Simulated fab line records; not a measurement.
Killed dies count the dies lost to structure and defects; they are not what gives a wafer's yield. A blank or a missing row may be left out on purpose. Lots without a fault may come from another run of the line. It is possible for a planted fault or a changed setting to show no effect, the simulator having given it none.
Code-filled problem report in 8D (eight disciplines) form	flow nandHarc	the parts of the form that need people (team, actions taken, sign-off) are left out

## 1. WHAT IS WRONG
Mean of runLengthS at NHARC_A_WL_FILL_ETCHBACK_26: 30.0 s across 2 wafers in 2 lots; on wafers with no fault it is 34.4 s (standard deviation 0.39). Measured from the usual mean, that is -11 standard deviations.
The step: etches the open film in HBr, target depth 52 nm, time 13.3 s.
The first sign was on wafer L440.1 at day 24 11:26, on rieSi-01. The record has a number at this step for 37 wafers belonging to 13 lots. Rule for "out" (also "out of limits"): further than 4 standard deviations from the usual mean. All remaining wafers that have a number are taken as sound.

## 2. WHAT IT IS AND WHAT IT IS NOT
question	is	is not
which readings at this step	runLengthS	drypumpMotorCurrentA
which lots	L440, L442	L428, L429, L430, L431, L433, L434, L437, L448, L449, L450, L451
which wafers of those lots	L440.1, L442.5	L440.2, L442.2
read on which tools	rieSi-01	rieSi-03, rieSi-04
when	from day 24 11:26	up to then (22 sound wafers); but 13 sound wafers of L442, L448, L449, L450, L451 came after

## 3. SUSPECTS, AND WHAT RULES EACH OUT
Counting: any tool at a process step up to the reading remains a suspect provided it ran every lot that is out. Sound lots after the first of them don't rule it out here, since some wafers of a struck lot are sound.
- rieSi-01 at NHARC_A_WL_FILL_ETCHBACK_26 (etches the open film in HBr, target depth 52 nm, time 13.3 s): kept. It ran every lot that is out, first L440 (day 24 11:26); its last sound lot up to then is L437 (day 24 02:25). Its own runLengthS readings are out on those wafers.
After counting, what remains is rieSi-01 at NHARC_A_WL_FILL_ETCHBACK_26.

## 4. THE CAUSE (what the simulator had put in)
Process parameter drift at NHARC_A_WL_FILL_ETCHBACK_26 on rieSi-01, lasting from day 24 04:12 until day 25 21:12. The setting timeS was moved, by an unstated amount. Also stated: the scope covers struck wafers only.
Counting left only this tool.

## 5. SEQUENCE OF EFFECTS, ordered by route
Each row: a reading where the mean over the struck wafers with a number is more than 3 standard deviations away from the usual. Readings are gone through only where the record gives a usual standard deviation; hours: the median, over the lots, of the time from a lot's start at the first step in this table giving one to that lot's start at this step; sigmas: the change measured in usual standard deviations.
hours	step	reading	usual	on struck wafers	change	sigmas
0	NHARC_A_WL_FILL_ETCHBACK_26	runLengthS	34.4 s	30.0	-4.4	-11
Its process steps:
- NHARC_A_WL_FILL_ETCHBACK_26: etches the open film in HBr, target depth 52 nm, time 13.3 s.

## 6. HOW IT WOULD HAVE BEEN CAUGHT EARLIER
First out-of-limits reading in this record: day 24 11:26, which is 7 hours after fault onset at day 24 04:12.
